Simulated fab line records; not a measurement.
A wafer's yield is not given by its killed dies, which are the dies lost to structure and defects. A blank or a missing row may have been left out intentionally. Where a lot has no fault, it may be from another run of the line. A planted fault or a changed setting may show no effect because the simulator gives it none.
The same fault as seen by 2 desks    flow nand-harc    each desk has only its own numbers; what lay behind them comes last

== THE TOOL OWNER'S DESK: rie-metal-02 ==
The tool's own readings at NHARC_THIN_TSV_ETCH_59 (etches the open film in Cl2/BCl3, target depth 880 nm, time 138.1 s): means of the sampled wafers that have a number, for each lot that ran on this tool. A lot is out of limits, marked OUT, if its mean lies more than 4 standard deviations from the usual mean; the brackets give that distance.
Columns: A = drypump-motor-current-A at NHARC_THIN_TSV_ETCH_59, usual 5.97 A; B = oes-product-au at NHARC_THIN_TSV_ETCH_59, usual 1.001 a.u.; C = throttle-valve-pct at NHARC_THIN_TSV_ETCH_59, usual 22.265 %
lot   first seen here  A     B                C
L781  day 26 01:01     6.11  1.009            22.269
L783  day 26 08:46     6.15  0.996            22.271
L787  day 28 16:30     6.16  0.992            22.271
L788  day 28 19:02     6.15  1.002            22.261
L791  day 29 08:28     6.19  1.349 (+46) OUT  22.257
L790  day 31 14:07     6.19  1.339 (+44) OUT  22.256
This desk's verdict: out of limits on L790, L791, starting with L791 at day 29 08:28 (oes-product-au at NHARC_THIN_TSV_ETCH_59). In limits: L781, L783, L787, L788.

== FROM THE METROLOGY DESK ==
Lot by lot, what the gauges showed, no matter which tool ran the lot: averages of those sampled wafers that carry a number. A lot is out of limits, marked OUT, if its mean lies more than 4 standard deviations from the usual mean; the brackets give that distance.
Columns: A = cd-nm at NHARC_THIN_TSV_CD_MEAS_37, usual 5000.3 nm
lot   first seen here  A
L779  day 24 15:30     4998.7
L778  day 24 16:49     5002.8
L781  day 26 02:10     4999.5
L783  day 26 09:55     5000.5
L784  day 26 11:20     5000.8
L787  day 28 17:46     4999.2
L788  day 28 20:14     5002.6
L791  day 29 09:39     4977.6 (-12) OUT
L794  day 31 11:31     4999.1
L790  day 31 15:17     4981.3 (-10) OUT
L799  day 32 19:33     5000.0
L798  day 33 00:02     5002.7
L800  day 33 15:08     4998.3
This desk's verdict: out of limits on L790, L791, starting with L791 at day 29 09:39 (cd-nm at NHARC_THIN_TSV_CD_MEAS_37). In limits: L779, L778, L781, L783, L784, L787, L788, L794, L799, L798, L800.

== PUT TOGETHER ==
An alarm could have come from the tool owner's desk at day 29 08:28, on L790, L791.
At day 29 09:39 the metrology desk could have sounded an alarm, on L790, L791.
The lots listed all ran NHARC_THIN_TSV_ETCH_59 on rie-metal-02.

== WHAT WAS PUT IN BY THE SIMULATOR ==
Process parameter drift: rie-metal-02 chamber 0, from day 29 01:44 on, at NHARC_THIN_TSV_ETCH_59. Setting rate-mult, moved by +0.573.
Shown lots that were struck: L790, L791.
Time in hours from fault onset to the first out-of-limits reading at each desk: tool owner's desk 7, metrology desk 8.
